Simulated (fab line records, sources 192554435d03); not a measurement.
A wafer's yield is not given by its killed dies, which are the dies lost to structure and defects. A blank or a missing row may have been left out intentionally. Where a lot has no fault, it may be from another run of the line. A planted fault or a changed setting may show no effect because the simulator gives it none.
Which tool is to blame? ; flow n5Finfet ; Sampling: 10 lots, 30 wafers, 5 of 1938 route steps

WHAT THE GAUGES READ, wafer by wafer
N5_BEOL_M4_RS_MEAS_58: measures by four-point-probe.
lot;measured;on;M4_RS (ohm/sq)
L294;day 12 02:17;filmMetro-02;0.79 0.74 0.78
L297;day 13 00:49;filmMetro-02;0.67 0.70 0.67
L298;day 12 13:29;filmMetro-01;0.61 0.73 0.70
L299;day 13 22:41;filmMetro-02;0.67 0.64 0.70
L300;day 12 22:30;filmMetro-01;0.65 0.73 0.73
L301;day 14 01:24;filmMetro-02;0.69 0.67 0.70
L303;day 14 05:22;filmMetro-01;0.67 0.81 0.75
L308;day 14 17:23;filmMetro-02;0.64 0.79 0.65
L310;day 15 19:27;filmMetro-01;0.83 0.67 0.65
L311;day 17 04:17;filmMetro-02;0.69 0.69 0.66

N5_BEOL_M4_RC_MEAS_101.
lot;measured;on;DIBL_N (mV/V);DIBL_P (mV/V);IOFF_N (nA/um);IOFF_P (nA/um);IOFF_P_LIN (nA/um);IOFF_P_LONG (nA/um);ION_N (uA/um);ION_P (uA/um);REXT_N (ohm.um);SS_N (mV/dec);SS_P (mV/dec);VT_N (mV);VT_N_LVT (mV);VT_P (mV);VT_P_LONG (mV)
L294;day 12 02:29;prober-01;36.3 33.2 36.7;33 30 35;0.14 0.10 0.14;0.18 0.15 0.21;0.089 0.080 0.101;0.000111 0.000112 0.000117;650 672 682;449 459 470;74.4 74.7 74.2;71.9 71.6 72.0;72.9 72.3 73.0;254 255 253;102 105 102;-250 -253 -250;-275 -273 -273
L297;day 13 01:20;prober-02;37.0 38.4 36.7;38 39 37;0.19 0.20 0.19;0.25 0.25 0.23;0.112 0.112 0.106;0.00011 0.000113 0.000104;671 679 683;455 465 464;74.4 76.0 72.7;72.0 72.7 72.6;73.9 74.4 73.6;246 249 250;96 97 96;-247 -249 -249;-274 -272 -272
L298;day 12 13:42;prober-02;35.9 31.9 35.3;36 31 34;0.16 0.10 0.16;0.18 0.13 0.17;0.087 0.072 0.085;9.5e-05 0.000103 9.8e-05;671 663 670;449 451 453;77.3 76.7 76.0;71.5 69.7 70.8;74.0 72.0 72.7;248 252 246;98 102 98;-250 -256 -255;-278 -279 -278
L299;day 13 23:03;prober-02;37.8 42.2 36.9;38 44 37;0.18 0.31 0.17;0.23 0.34 0.22;0.104 0.140 0.103;0.000102 0.000101 0.000101;684 692 694;470 471 468;75.0 74.1 76.2;72.6 73.7 71.5;73.9 76.2 73.5;251 243 246;98 90 95;-250 -247 -250;-272 -275 -274
L300;day 12 22:52;prober-02;34.9 36.0 34.8;34 36 33;0.12 0.14 0.12;0.15 0.19 0.15;0.075 0.089 0.075;9.8e-05 9.1e-05 9.4e-05;652 668 645;444 456 439;76.2 76.9 75.7;70.7 71.9 70.9;71.9 73.5 72.9;253 251 254;101 99 102;-255 -255 -257;-281 -280 -277
L301;day 14 01:37;prober-01;31.5 30.9 30.0;30 30 29;0.09 0.09 0.09;0.14 0.14 0.13;0.075 0.076 0.072;0.000108 0.000112 0.00011;645 657 653;446 456 455;74.8 75.1 75.7;70.8 69.4 69.6;72.5 71.8 71.3;257 254 256;106 106 105;-254 -252 -255;-277 -273 -274
L303;day 14 05:34;prober-02;35.8 35.1 37.7;34 34 37;0.12 0.13 0.16;0.21 0.20 0.25;0.101 0.099 0.116;0.000124 0.000124 0.000108;652 662 675;457 464 465;74.2 73.7 73.5;71.0 71.3 71.9;73.4 71.6 73.4;254 251 251;107 102 102;-251 -249 -247;-272 -270 -271
L308;day 14 17:44;prober-01;31.4 37.2 36.4;30 36 35;0.09 0.19 0.16;0.13 0.20 0.19;0.070 0.096 0.093;9.9e-05 0.000104 0.000109;645 672 668;446 462 458;78.5 75.5 76.6;69.8 71.5 71.4;72.4 73.5 73.7;255 247 250;102 96 97;-258 -249 -254;-278 -277 -275
L310;day 15 19:40;prober-02;39.4 37.7 42.1;37 35 40;0.23 0.20 0.34;0.10 0.10 0.14;0.050 0.048 0.059;7e-05 6.1e-05 6.5e-05;684 686 705;428 428 432;71.2 70.6 71.2;72.0 71.8 72.6;72.8 72.4 73.4;243 243 238;67 66 60;-269 -270 -270;-297 -295 -296
L311;day 17 04:29;prober-01;38.3 40.1 38.9;39 40 39;0.21 0.27 0.21;0.11 0.11 0.10;0.050 0.050 0.047;7.6e-05 6.5e-05 6.8e-05;675 698 681;428 425 423;71.4 70.4 69.7;71.8 73.1 72.6;73.9 73.2 73.5;245 244 247;70 68 72;-272 -272 -272;-302 -299 -298

WHAT TOOL EACH LOT RAN ON (gives the tool, then ch and the chambers of the sampled wafers, and finally the start)
lot;N5_HKMG_FIN_RTA_80;N5_BEOL_M4_ANNEAL_80;N5_BEOL_M4_SPUTTER_88
L294;rtpAnneal-01 ch 0, day 4 12:46;pvdSputter-03, day 11 23:46;pvdSputter-03, day 12 00:21
L297;rtpAnneal-01 ch 0, day 5 09:59;pvdSputter-03, day 12 22:18;pvdSputter-03, day 12 22:53
L298;rtpAnneal-01 ch 0, day 5 14:37;pvdSputter-03, day 12 10:58;pvdSputter-03, day 12 11:32
L299;rtpAnneal-01 ch 0, day 5 19:34;pvdSputter-03, day 13 19:44;pvdSputter-03, day 13 20:19
L300;rtpAnneal-02 ch 0, day 5 23:14;pvdSputter-01, day 12 19:59;pvdSputter-01, day 12 20:34
L301;rtpAnneal-02 ch 0, day 6 04:53;pvdSputter-01, day 13 22:53;pvdSputter-01, day 13 23:28
L303;rtpAnneal-01 ch 0, day 6 21:49;pvdSputter-02, day 14 02:51;pvdSputter-02, day 14 03:26
L308;rtpAnneal-01 ch 0, day 8 02:29;pvdSputter-01, day 14 14:52;pvdSputter-01, day 14 15:27
L310;rtpAnneal-02 ch 0, day 8 14:34;pvdSputter-03, day 15 16:48;pvdSputter-03, day 15 17:23
L311;rtpAnneal-02 ch 0, day 8 18:52;pvdSputter-02, day 17 01:46;pvdSputter-02, day 17 02:20
- N5_HKMG_FIN_RTA_80: time 2 s.
- N5_BEOL_M4_ANNEAL_80: time 240 s.
- N5_BEOL_M4_SPUTTER_88: material Cu, target thk 4.5 nm, time 8.29 s.

AS READ BY THE TOOLS THEMSELVES (means over the sampled wafers that have a number; for cases with no such wafer, the mark the record gives instead)
N5_BEOL_M4_ANNEAL_80.
lot;tool;heaterPowerW (W)
L294;pvdSputter-03;788
L297;pvdSputter-03;797
L298;pvdSputter-03;787
L299;pvdSputter-03;697
L300;pvdSputter-01;805
L301;pvdSputter-01;793
L303;pvdSputter-02;752
L308;pvdSputter-01;866
L310;pvdSputter-03;784
L311;pvdSputter-02;770

N5_BEOL_M4_SPUTTER_88.
lot;tool;chamberPressurePa (Pa);throttleValvePct (%)
L294;pvdSputter-03;0.06995;30.7
L297;pvdSputter-03;0.06996;30.4
L298;pvdSputter-03;0.06995;30.7
L299;pvdSputter-03;0.07017;29.0
L300;pvdSputter-01;0.06993;30.0
L301;pvdSputter-01;0.06995;29.9
L303;pvdSputter-02;0.07006;29.9
L308;pvdSputter-01;0.07010;29.6
L310;pvdSputter-03;0.07004;30.5
L311;pvdSputter-02;0.06995;29.9

THE ANSWER, worked out from the rows above alone
Rule: the lots themselves supply what counts as usual. Put in order of their means at a reading, lots are off if they are a third of the lots or fewer, leave a main group of 4 or more, and stand apart from it by a gap of 3 or more times the standard deviation of the main group's means; of several such gaps the widest counts. Not used: any main group whose means are identical at the precision the tables above print for the reading. A lot without any number at a reading at which 4 lots or more have one is off too. Where the step has rows for the other lots, those lots are counted as sound. Order of review: gauges by route order, followed by the tools' own readings, for which a lot's mean as printed above is used. At the first step where some lot is off, the reading lying furthest off is the one used; lots without a number count as furthest.
Off: L310, L311, at N5_BEOL_M4_RC_MEAS_101 (VT_N_LVT). The main group: mean 100 mV, standard deviation 3.6.
A tool fits if, at a process step before that reading, it ran every lot that is off, and no sound lot after the first of them. Those tools and the gauges at N5_BEOL_M4_RC_MEAS_101 are tried in the same way. One fits: N5_HKMG_FIN_RTA_80 on rtpAnneal-02. Its last sound lot is L301 (day 6 04:53), its first lot that is off L310 (day 8 14:34): a fault that began between those two fits.

WHAT THE SIMULATOR PUT IN
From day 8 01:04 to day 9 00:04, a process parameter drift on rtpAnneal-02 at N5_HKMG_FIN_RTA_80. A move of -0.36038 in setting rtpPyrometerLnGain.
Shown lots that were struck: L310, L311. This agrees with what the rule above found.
